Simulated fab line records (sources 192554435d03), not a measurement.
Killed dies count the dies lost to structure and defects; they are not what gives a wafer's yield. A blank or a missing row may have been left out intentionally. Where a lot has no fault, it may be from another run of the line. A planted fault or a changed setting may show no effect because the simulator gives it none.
Which tool did it? -- flow n5 finfet -- 6 lots, 15 wafers sampled, at 4 steps of a route of 1938

## WHAT THE GAUGES SHOWED, per wafer
N5_BEOL_M15_INSPECT_12: inspects for defects (macro).
lot,measured,on,raw defect count
L345,day 16 09:34,defect inspect-01,0 2
L349,day 17 01:01,defect inspect-01,1 0 0
L348,day 17 09:40,defect inspect-01,0 0
L354,day 18 02:15,defect inspect-01,3 5 12
L358,day 19 05:07,defect inspect-02,2 1
L365,day 21 10:16,defect inspect-01,2 1 1

## EACH LOT AND THE TOOL THAT RAN IT (in order: tool; ch and the chambers of the sampled wafers; start)
lot,N5_BEOL_M14_PRE_CLEAN_42,N5_BEOL_M14_ANNEAL_48,N5_BEOL_M15_ILD_DEP_00
L345,"pvd sputter-01, day 16 07:32","rtp anneal-01 ch 0, day 16 08:05","pecvd-03 ch 0,2, day 16 08:49"
L349,"pvd sputter-03, day 16 22:41","rtp anneal-02 ch 0, day 16 23:29","pecvd-04 ch 1,2, day 17 00:17"
L348,"pvd sputter-03, day 17 07:39","rtp anneal-02 ch 0, day 17 08:17","pecvd-04 ch 0,1, day 17 09:03"
L354,"pvd sputter-02, day 18 00:11","rtp anneal-01 ch 0, day 18 00:47","pecvd-04 ch 0,1, day 18 01:31"
L358,"pvd sputter-03, day 19 03:04","rtp anneal-02 ch 0, day 19 03:37","pecvd-03 ch 1,2, day 19 04:23"
L365,"pvd sputter-01, day 21 07:25","rtp anneal-01 ch 0, day 21 08:46","pecvd-01 ch 0, day 21 09:32"
- N5_BEOL_M14_PRE_CLEAN_42: time 30 s.
- N5_BEOL_M14_ANNEAL_48: time 90 s.
- N5_BEOL_M15_ILD_DEP_00: deposits SiO2 from TEOS/O2, target thk 1629.3 nm, time 346.1 s.

## THE ANSWER, worked out from the rows above alone
Rule: the lots themselves supply what counts as usual. Put in order of their means at a reading, lots are off if they are a third of the lots or fewer, leave a main group of 4 or more, and stand apart from it by a gap of 3 or more times the standard deviation of the main group's means; of several such gaps the widest counts. The tables above print the reading to a certain number of digits; a main group whose means all agree to those digits is not used. Also off: a lot with no number at a reading for which 4 or more lots have one. Where the step has rows for the other lots, those lots are counted as sound.
Off at N5_BEOL_M15_INSPECT_12 (raw defect count): L354. Mean 0.8 and standard deviation 0.58 in the main group.
If a tool, at a process step before that reading, ran all the lots that are off and no sound lot after the first of them, it fits. Gauges at N5_BEOL_M15_INSPECT_12: tried the same way as those tools. This does not decide it: 2 tools fit, namely pvd sputter-02 at N5_BEOL_M14_PRE_CLEAN_42 and pecvd-04 at N5_BEOL_M15_ILD_DEP_00.

## WHAT WAS PUT IN BY THE SIMULATOR
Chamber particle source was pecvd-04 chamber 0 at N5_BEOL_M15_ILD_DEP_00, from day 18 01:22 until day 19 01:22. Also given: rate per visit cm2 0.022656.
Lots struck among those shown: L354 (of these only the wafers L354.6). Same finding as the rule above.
